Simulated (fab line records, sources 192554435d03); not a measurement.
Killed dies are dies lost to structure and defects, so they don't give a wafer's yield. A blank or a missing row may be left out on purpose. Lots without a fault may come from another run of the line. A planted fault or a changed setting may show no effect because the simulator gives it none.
fab line records | flow n5_finfet
record lots=4 wafers=12 last_day=18
route steps=1938 shown BEOL_M15@1788 PASSIVATION@1936
lots that met no fault: from a run of the same line without faults
start_h: hours from the record's first day to the start of the lot's first wafer shown | wait_h: hours since the lot's step before | " the same as in the row above | L1.1+2: a row that stands for several wafers | - no value, or no start given | * or withheld: withheld | < > ~ a bound
route shown NAME@n: a module of which the file shows steps, and the number in the route of the first | usual: mean/standard deviation of fault-free wafers | same: alike in all rows | chamber/n: place in a boat | sites: the reading at each site | _std_site: their standard deviation | _edge_site: outer sites' mean less inner sites' | radius_mm: how far each site lies from the wafer's centre | mask NAME#n: copy n | behind: the tool/chamber that last shaped the wafer | hold: why the lot was held/for how many hours/how that ended | device: the transistor (n, p or np) that didn't switch | end of line: the same wafers' tests at the end of the route | a step without rows: its recipe alone | killed: dies lost to structure and defects at the first sort, not the wafer's yield | map: a wafer's dies, x killed, . not, _ none there
set.NAME: the setting as run; set.NAME@STEP: as run at that earlier step | model.NAME: the simulator's own value behind a step, which no gauge read
lots at some steps of the route; a table a step, a row a wafer
services: from which hour (start_h, from the record's first day; less than 0 if before it) a tool's chamber was out of use, for how many hours, and why
## steps
# step N5_BEOL_M15_VIA_ETCH_16
# recipe chemistry=C4F8/O2/Ar target=SiO2 he_inner_torr=15 he_outer_torr=30 target_depth_a=17922 time_s=withheld ion_energy_ev=800 pressure_mtorr=20 source_w=1905 bias_w=2040 Ar_flow_sccm=400 C4F8_flow_sccm=16 O2_flow_sccm=12 ends=cleared
# step N5_BEOL_M15_STRIP_63
# recipe chemistry=O2 power_w=600 temp_c=60 pressure_mtorr=30 rf_frequency_hz=6e+07 bias_power_w=0 overash_fraction=0.3 o2_flow_sccm=225
# step N5_BEOL_M15_STRIP_64
# recipe chemistry=O2 power_w=600 temp_c=60 pressure_mtorr=30 rf_frequency_hz=6e+07 bias_power_w=0 overash_fraction=0.3 o2_flow_sccm=225
# step N5_BEOL_M15_STRIP_65
# recipe chemistry=post_etch_residue_remover time_s=60 temp_c=25 remover_ph=withheld remover_water_wt_pct=withheld remover_fluoride_wt_pct=withheld
# step N5_BEOL_M15_SRD_66
# recipe time_s=30 temp_c=23 rinse_liquid=diw dry=n2_spin spin_rpm=1500 dry_time_s=30
# step N5_BEOL_M15_COAT_56
# recipe resist=SOC temp_c=250 time_s=60 spin_rpm=1500 resist_thk_nm=550
# step N5_BEOL_M15_ETCH_57
# recipe chemistry=N2/H2 target=SOC source_w=3000 bias_w=350 time_s=750 ion_energy_ev=200 pressure_mtorr=30 n2_flow_sccm=200 h2_flow_sccm=200
# step N5_BEOL_M15_COAT_60
# recipe resist=BARC temp_c=205 time_s=60 spin_rpm=1500 resist_thk_nm=89
# step N5_BEOL_M15_COAT_22
# recipe spin_rpm=1704 resist_thk_nm=800
# step N5_BEOL_M15_EBR_24
# recipe solvent=PGMEA ebr_width_mm=1.5
# step N5_BEOL_M15_SOFTBAKE_23
# recipe temp_c=130 time_s=60
# step N5_BEOL_M15_EXPOSE_25
# recipe mask_id=M15 na=0.8 source_shape=annular sigma_inner=0.5 sigma_outer=0.8 polarization=unpolarized target_cd_nm=400 dose_mj=35.5
# usual exposure_dose_mJ_cm2=35.47/0.039
# columns lot.wafer tool chamber start_h wait_h mask exposure_dose_mJ_cm2
L456.3 krf_scanner-01 0 291.60 - M15#0 35.46
L456.5 " 0 " " M15#0 35.46
L456.6 " 0 " " M15#0 35.43
L468.4 krf_scanner-01 0 373.78 - M15#0 32.51
L468.5 " 0 " " M15#0 32.51
L468.6 " 0 " " M15#0 32.54
L467.2 krf_scanner-02 0 388.01 - M15#0 35.51
L467.4 " 0 " " M15#0 35.48
L467.6 " 0 " " M15#0 35.47
L470.1 krf_scanner-01 0 401.83 - M15#0 33.57
L470.3 " 0 " " M15#0 33.59
L470.4 " 0 " " M15#0 33.60
# step N5_BEOL_M15_PEB_26
# recipe peb_temp_c=130 peb_time_s=90
# step N5_BEOL_M15_DEVELOP_27
# recipe develop_time_s=45 rinse_liquid=diw dry=air_spin dev_temp_c=21
# step N5_BEOL_M15_HARDBAKE_32
# recipe temp_c=130 time_s=120
# step N5_BEOL_M15_CD_MEAS_28
# recipe target_cd_nm=407.6 landing_energy_ev=500 detector=se_inlens
# usual cd_nm=408.6/2.2
# columns lot.wafer tool chamber start_h wait_h cd_nm
L456.3 cd_sem-03 0 291.77 - 410.7
L456.5 " 0 " " 405.6
L456.6 " 0 " " 410.9
L468.4 cd_sem-02 0 373.94 - 395.4
L468.5 " 0 " " 396.4
L468.6 " 0 " " 395.9
L467.2 cd_sem-02 0 388.18 - 409.2
L467.4 " 0 " " 407.4
L467.6 " 0 " " 407.7
L470.1 cd_sem-03 0 402.00 - 396.4
L470.3 " 0 " " 399.2
L470.4 " 0 " " 395.4
# step N5_BEOL_M15_DESCUM_33
# recipe chemistry=O2 time_s=7.9 source_power_w=50 bias_power_w=20 pressure_mtorr=20 rf_frequency_hz=2.712e+07 temp_c=40 o2_flow_sccm=225
# usual drypump_motor_current_A=5.9/0.75 oes_product_au=0.76/0.056 rf_vpp_V=242.9/1.2 showerhead_plenum_p_Torr=2.08/0.06 throttle_valve_pct=20.36/0.16
# columns lot.wafer tool chamber start_h wait_h drypump_motor_current_A oes_product_au rf_hours_counter_h rf_vpp_V showerhead_plenum_p_Torr throttle_valve_pct model.BEOL_M15.cd_nm
L456.3 rie_diel-03 1 291.85 0.0 5.3 0.81 75 244.5 2.12 19.95 410.6
L456.5 " 2 " " 6.6 0.74 - 240.6 2.00 20.62 405.8
L456.6 " 3 " " 6.5 0.71 - 243.6 2.04 20.33 410.8
L468.4 rie_diel-04 1 374.18 0.2 4.7 0.70 210 243.9 2.16 20.37 395.4
L468.5 " 1 " " 4.7 0.71 - 246.6 2.16 20.37 396.6
L468.6 " 2 " " 6.5 0.81 - 242.2 2.05 20.32 395.4
L467.2 rie_diel-04 2 388.27 0.0 6.5 0.80 81 241.9 2.05 20.34 409.2
L467.4 " 1 " " 4.7 0.70 216 243.6 2.16 20.37 407.8
L467.6 " 2 " " 6.5 0.81 - 242.0 2.05 20.32 407.6
L470.1 rie_diel-01 1 404.30 2.2 4.9 0.96 4 243.1 2.23 20.17 396.4
L470.3 " 0 " " 5.6 0.74 187 243.2 2.09 20.63 399
L470.4 " 3 " " 6.4 0.79 100 240.4 2.03 20.44 395.6
# step N5_BEOL_M15_ETCH_61
# recipe chemistry=N2/H2 target=BARC target_depth_a=890 overetch_a=267 time_s=67.9 ion_energy_ev=200 pressure_mtorr=30 source_w=840 bias_w=150 n2_flow_sccm=200 h2_flow_sccm=200
# step N5_BEOL_M15_TRENCH_ETCH_34
# recipe chemistry=C4F8/O2/Ar target=SiO2 target_depth_a=8729.3 he_inner_torr=15 he_outer_torr=30 time_s=199 ion_energy_ev=800 pressure_mtorr=20 source_w=1905 bias_w=2040 Ar_flow_sccm=400 C4F8_flow_sccm=16 O2_flow_sccm=12
# step N5_BEOL_M15_STRIP_36
# recipe chemistry=O2 power_w=600 temp_c=60 pressure_mtorr=30 rf_frequency_hz=6e+07 bias_power_w=0 overash_fraction=0.3 o2_flow_sccm=225
# step N5_BEOL_M15_STRIP_62
# recipe chemistry=O2 power_w=600 temp_c=60 pressure_mtorr=30 rf_frequency_hz=6e+07 bias_power_w=0 overash_fraction=0.3 o2_flow_sccm=225
# step N5_BEOL_M15_STRIP_37
# recipe chemistry=O2 power_w=600 temp_c=60 pressure_mtorr=30 rf_frequency_hz=6e+07 bias_power_w=0 overash_fraction=0.3 o2_flow_sccm=225
# step N5_BEOL_M15_ETCH_38
# recipe chemistry=CF4/N2 target=SiCN target_depth_a=1064 taper_deg=2 time_s=120.5 ion_energy_ev=150 mask_material=SiO2 pressure_mtorr=40 source_w=430 bias_w=70 Ar_flow_sccm=100 cf4_flow_sccm=60 n2_flow_sccm=60
# usual drypump_motor_current_A=5.9/0.71 oes_product_au=0.74/0.051 rf_vpp_V=381.7/1.7 showerhead_plenum_p_Torr=2.18/0.063 throttle_valve_pct=15.37/0.2
# columns lot.wafer tool chamber start_h wait_h drypump_motor_current_A oes_product_au rf_hours_counter_h rf_vpp_V showerhead_plenum_p_Torr throttle_valve_pct model.BEOL_M15.cd_nm
L456.3 rie_diel-04 0 - - 5.4 0.69 220 383.3 2.26 15.42 402.2
L456.5 " 1 " " 4.7 0.72 - 383.0 2.28 15.36 398
L456.6 " 2 " " 6.5 0.83 - 380.9 2.14 15.09 402.8
L468.4 rie_diel-03 1 - - 5.3 0.78 - 383.1 2.22 15.07 385.8
L468.5 " 2 " " 6.6 0.71 - 379.4 2.09 15.63 387.2
L468.6 " 0 " " 6.4 0.74 - 384.7 2.19 15.32 387
L467.2 rie_diel-01 0 - - 5.6 0.75 182 380.6 2.21 15.68 401.6
L467.4 " 3 " " 6.5 0.78 - 382.1 2.15 15.43 399.6
L467.6 " 2 " " 5.2 0.67 - 383.2 2.18 15.32 399.2
L470.1 rie_diel-04 1 - - 4.7 0.69 223 384.8 2.27 15.43 389
L470.3 " 3 " " 6.7 0.75 128 379.9 2.13 15.44 392.6
L470.4 " 3 " " 6.7 0.75 - 381.0 2.13 15.44 388.8
# step N5_BEOL_M15_PRECLEAN_39
# recipe chemistry=residue_remover time_s=60 temp_c=40
# step N5_PASSIVATION_PROBE_49
# usual defect_limited_yield=91.4/1.5 killed_at_M0_to_M3=33/11 killed_at_M4_up=14/5.3 killed_at_contacts=13/6.2 killed_at_front_end=39/13 killed_at_other=3.1/2.8 killed_dies=102/17 killed_open=68/13 killed_short=32/7.8 sort_bin_5_function=5.1/0.95 sort_bin_6_memory=3.2/0.7 sort_bin_8_speed=0.02/0.16 sort_n_pass=1078/18 sort_yield_pct=91.3/1.5
# same gross_dies=1180 killed_at_back_side=0 sort_bin_4_leakage[%]=0
# columns lot.wafer tool chamber start_h wait_h defect_limited_yield[%] killed_at_M0_to_M3 killed_at_M4_up killed_at_contacts killed_at_front_end killed_at_other killed_dies killed_open killed_short sort_bin_5_function[%] sort_bin_6_memory[%] sort_bin_8_speed[%] sort_n_pass sort_yield_pct[%]
L467.2 prober-01 - 409.88 0.1 91.9 33 8 26 23 6 96 61 30 4.5 3.0 0 1084 91.9
L467.4 prober-01 - 409.98 0.2 90.3 34 16 26 38 1 115 74 34 4.5 4.2 0 1065 90.3
L467.6 prober-01 - 410.08 0.3 93.3 20 16 10 30 3 79 50 27 4.1 2.2 0 1101 93.3
L470.1 prober-02 - 422.86 0.0 91.2 44 7 18 33 2 104 80 22 5.1 3.6 0 1076 91.2
L470.3 prober-02 - 422.96 0.1 88.5 53 10 26 39 8 136 76 58 6.8 4.3 0 1044 88.5
L470.4 prober-02 - 423.01 0.2 88.7 77 12 16 27 1 133 88 45 6.3 4.2 0 1047 88.7
# killed by level:class
L467.2 MOL_CONTACT_COAG:geometric_particle:open=18 MOL_CONTACT_COAG:geometric_particle:short=8 BEOL_M2:geometric_particle:open=8 BEOL_M3:geometric_particle:open=7 BEOL_M0_SAQP:geometric_particle:open=7 BEOL_M0_SAQP:geometric_particle:short=5 FIN_SAQP:geometric_particle:open=4 MIM_TOP:geometric_particle:short=4
L467.4 MOL_CONTACT_COAG:geometric_particle:open=22 BEOL_M3:geometric_particle:open=12 STI_FIN_REVEAL:geometric_particle:open=8 HKMG_FIN:area_etch=7 BEOL_M0_SAQP:geometric_particle:short=5 BEOL_M1:geometric_particle:open=5 BEOL_M4:geometric_particle:open=5 BEOL_M5:geometric_particle:short=5
L467.6 MOL_CONTACT_COAG:geometric_particle:open=9 BEOL_M4:geometric_particle:open=8 STI_FIN_REVEAL:geometric_particle:short=4 STI_FIN_REVEAL:geometric_particle:open=4 FIN_SAQP:geometric_particle:open=3 MIM_TOP:geometric_particle:short=3 ILD0:geometric_particle:short=3 ILD0:geometric_particle:open=3
L470.1 MOL_CONTACT_COAG:geometric_particle:open=14 FIN_SAQP:geometric_particle:open=10 BEOL_M0_SAQP:geometric_particle:open=10 BEOL_M3:geometric_particle:open=10 BEOL_M2:geometric_particle:open=9 BEOL_M0_SAQP:geometric_particle:short=6 STI_FIN_REVEAL:geometric_particle:open=5 FIN_SAQP:geometric_particle:short=4
L470.3 MOL_CONTACT_COAG:geometric_particle:open=20 BEOL_M0_SAQP:geometric_particle:short=17 BEOL_M0_SAQP:geometric_particle:open=15 BEOL_M3:geometric_particle:open=9 FIN_SAQP:geometric_particle:short=8 FIN_SAQP:geometric_particle:open=7 MOL_CONTACT_COAG:geometric_particle:short=5 BEOL_M2:geometric_particle:open=5
L470.4 BEOL_M0_SAQP:geometric_particle:open=35 BEOL_M0_SAQP:geometric_particle:short=25 MOL_CONTACT_COAG:geometric_particle:open=14 BEOL_M2:geometric_particle:open=6 FIN_SAQP:geometric_particle:open=5 BEOL_M3:geometric_particle:open=5 FIN_SAQP:geometric_particle:short=4 BEOL_M4:geometric_particle:open=4
## services
# columns tool chamber start_h hours kind
krf_scanner-01 - 288.22 0.9 repair
rie_diel-03 1 292.57 11.4 repair
krf_scanner-02 - 303.17 0.3 repair
rie_diel-04 - 307.34 1.1 repair
krf_scanner-01 - 311.56 1.0 pm
rie_diel-03 3 329.30 4.3 repair
krf_scanner-01 - 329.42 0.8 pm
rie_diel-04 3 332.64 7.5 repair
rie_diel-04 0 334.08 6.7 repair
krf_scanner-02 - 336.97 1.0 pm
krf_scanner-02 - 340.97 0.8 pm
krf_scanner-02 - 346.07 0.5 repair
rie_diel-03 3 348.00 1.3 repair
krf_scanner-02 - 356.03 1.3 pm
krf_scanner-01 - 367.01 4.0 pm
rie_diel-01 3 380.65 7.9 repair
krf_scanner-01 - 383.14 7.2 pm
krf_scanner-01 - 390.34 1.3 pm
rie_diel-03 - 390.96 14.6 pm
rie_diel-01 2 399.94 1.9 repair
rie_diel-04 0 401.11 - clean
rie_diel-04 0 401.11 - consumable_replace:focus_ring
rie_diel-04 0 401.11 15.6 scheduled_down
rie_diel-04 0 401.11 15.6 vent_cycle
## key
first_sign step=N5_BEOL_M15_EXPOSE_25 reading=exposure_dose_mJ_cm2 direction=down sigmas=62 usual=35.47 struck=33.05
effect step=N5_BEOL_M15_CD_MEAS_28 reading=cd_nm direction=down sigmas=5.4 usual=408.6 struck=396.4 through=control_loop
model_effect step=N5_BEOL_M15_DESCUM_33 value=BEOL_M15.cd_nm without=407.5 struck=396.4
model_effect step=N5_BEOL_M15_ETCH_38 value=BEOL_M15.cd_nm without=399.5 struck=388.4
met_at N5_BEOL_M15_EXPOSE_25
struck_wafers L468.4,L468.5,L468.6,L470.1,L470.3,L470.4
loop_trim step=N5_BEOL_M15_EXPOSE_25 setting=dose lots=L470
onset_between 291.60 373.78
fault kind=process_parameter_drift tool=krf_scanner-01 chamber=- onset_h=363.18 steps=N5_BEOL_M15_EXPOSE_25 channel=dose_mj offset=-2.9651 shape=step acts_in=these_recipes_only stated=35.5
# loop_trim: a control loop set the setting to another value than it would have without faults
